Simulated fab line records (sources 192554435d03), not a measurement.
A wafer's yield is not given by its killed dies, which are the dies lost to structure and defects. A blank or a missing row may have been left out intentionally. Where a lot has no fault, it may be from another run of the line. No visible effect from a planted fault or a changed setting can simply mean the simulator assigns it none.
A struck lot beside a sound one | flow n5-finfet | 28 out of 1938 route steps
Sound: these wafers, L645.2, L645.3, L645.5. Wafers struck: L660.4, L660.5, L660.6. The cause is named last.
At each step with rows: each side's tool, then ch and its chambers, then its first start. Under that, the readings that differ: sound wafers | struck wafers | difference of the means | sigmas: that difference in standard deviations of wafers without a fault.
alike: readings with means less than 2 such deviations apart, plus words and numbers identical on both sides. not compared: withheld readings, readings lacking a value on some wafer, bounds such as >300 that could conceal the same value, and numbers that have no deviation in the record and whose values overlap.
The two part at a step that has a row with sigmas, a row that says differs or no value, or rows on one side only. Numbers that have no deviation but don't overlap get no sigmas and don't part them. Lack of a reading on every wafer of one side parts them only where that side has two or more wafers.

first, 7 steps without rows for these wafers: N5_BEOL_M15_COAT_22 (resist thk 800 nm); N5_BEOL_M15_EBR_24; N5_BEOL_M15_SOFTBAKE_23 (time 60 s); N5_BEOL_M15_EXPOSE_25 (exposes mask M15, target cd 400 nm); N5_BEOL_M15_PEB_26 (peb time 90 s); N5_BEOL_M15_DEVELOP_27 (develop time 45 s); N5_BEOL_M15_HARDBAKE_32 (time 120 s).
N5_BEOL_M15_CD_MEAS_28 targets a cd of 407.6 nm.
  sound on cd-sem-02 ch 0, day 12 10:04; struck on cd-sem-01 ch 0, day 15 20:20
  alike: cd-nm
N5_BEOL_M15_OVL_MEAS_29:
  sound on overlay-01 ch 0, day 12 10:05; struck on overlay-02 ch 0, day 15 20:22
  alike: M15_OVL
N5_BEOL_M15_INSPECT_30: inspects for defects (macro).
  sound on defect-inspect-01 at day 12 10:07; struck on defect-inspect-01 at day 15 20:23
  alike: raw-defect-count
then, 2 steps without rows for these wafers: N5_BEOL_M15_DESCUM_33 (chemistry O2, time 7.9 s); N5_BEOL_M15_ETCH_61 (etches BARC in N2/H2, target depth 89 nm, overetch 26.7 nm, time 67.9 s).
N5_BEOL_M15_TRENCH_ETCH_34: etches SiO2 in C4F8/O2/Ar, target depth 872.93 nm, time 199 s.
  sound on rie-diel-03 ch 0,1, day 12 10:14; struck on rie-diel-01 ch 0,1,2, day 15 21:01
  reading      | sound          | struck         | difference | sigmas
  bias-w (W)   | 2036 2041 2042 | 2326 2317 2324 | +283       | +46
  rf-vpp-V (V) | 2193 2247 2196 | 2504 2427 2480 | +258       | +6
  alike: drypump-motor-current-A, oes_o_777_au, oes-product-au, showerhead-plenum-p-Torr, throttle-valve-pct
  not compared: rf-hours-counter-h, model.etch.depth-nm
N5_BEOL_M15_STRIP_36: strips in O2.
  sound on rie-diel-03 ch 1,2, day 12 14:14; struck on rie-diel-03 ch 0,1, day 16 00:02
  alike: drypump-motor-current-A, oes-product-au, rf-vpp-V, showerhead-plenum-p-Torr, temp-c, throttle-valve-pct
  not compared: rf-hours-counter-h
N5_BEOL_M15_STRIP_62: strips in O2.
  sound on rie-diel-03 ch 1,2; struck on rie-diel-03 ch 0,1
  alike: drypump-motor-current-A, oes-product-au, rf-vpp-V, showerhead-plenum-p-Torr, temp-c, throttle-valve-pct
  not compared: rf-hours-counter-h
then, 1 step without rows for these wafers: N5_BEOL_M15_STRIP_37 (strips in O2).
N5_BEOL_M15_ETCH_38: etches SiCN in CF4/N2, target depth 106.4 nm, time 120.5 s.
  sound on rie-diel-03 ch 1,2; struck on rie-diel-03 ch 0,1
  alike: bias-w, drypump-motor-current-A, oes-product-au, rf-vpp-V, showerhead-plenum-p-Torr, throttle-valve-pct
  not compared: rf-hours-counter-h
then, 5 steps without rows for these wafers: N5_BEOL_M15_PRECLEAN_39 (cleans in residue remover, time 60 s); N5_BEOL_M15_SRD_40 (time 30 s, dry time 30 s); N5_BEOL_M15_DEGAS_41 (time 60 s); N5_BEOL_M15_PRE_CLEAN_42 (time 30 s); N5_BEOL_M15_SPUTTER_43 (material TaN, target thk 15 nm, time 24.19 s).
N5_BEOL_M15_SPUTTER_44: material Ta, target thk 15 nm, time 24.19 s.
  sound on pvd-sputter-02 at day 12 15:05; struck on pvd-sputter-02 at day 16 00:46
  alike: cathode-dc-power-W, throttle-valve-pct
then, 2 steps without rows for these wafers: N5_BEOL_M15_SPUTTER_45 (material Cu, target thk 100 nm, time 16.67 s); N5_BEOL_M15_ECD_47 (material Cu, target thk 1860 nm).
N5_BEOL_M15_ANNEAL_48: time 90 s.
  sound on rtp-anneal-02 ch 0, day 12 15:34; struck on rtp-anneal-02 ch 0, day 16 01:20
  alike: anneal-temp-c, anneal-temp-c-max, wafer_temp_C_max
N5_BEOL_M15_CMP_49: polishes, stops on SiO2, t overpolish 4.9 s, target thk 850 nm.
  sound on cmp-03 ch 0,1,3, day 12 15:49; struck on cmp-03 ch 1,2,3, day 16 01:37
  alike: barrier-field-endpoint-s, edge-zone-pressure-frac, motor-current-A, overpolish-run-s
  not compared: model.Cu_of_BEOL_M15_ECD_47.thk-nm
N5_BEOL_M15_THK_MEAS_50: measures by xrf.
  sound on film-metro-01 at day 12 16:07; struck on film-metro-02 at day 16 01:48
  alike: M15_THK

WHERE THEY PART
Only at N5_BEOL_M15_TRENCH_ETCH_34, as far as this record shows. Later steps at which nothing parts them and some readings are alike: N5_BEOL_M15_STRIP_36, N5_BEOL_M15_STRIP_62, N5_BEOL_M15_ETCH_38, N5_BEOL_M15_SPUTTER_44, N5_BEOL_M15_ANNEAL_48, N5_BEOL_M15_CMP_49, N5_BEOL_M15_THK_MEAS_50.

WHY: the cause the simulator had injected
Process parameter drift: rie-diel-01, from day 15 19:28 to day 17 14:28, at N5_BEOL_M15_TRENCH_ETCH_34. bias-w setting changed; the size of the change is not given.
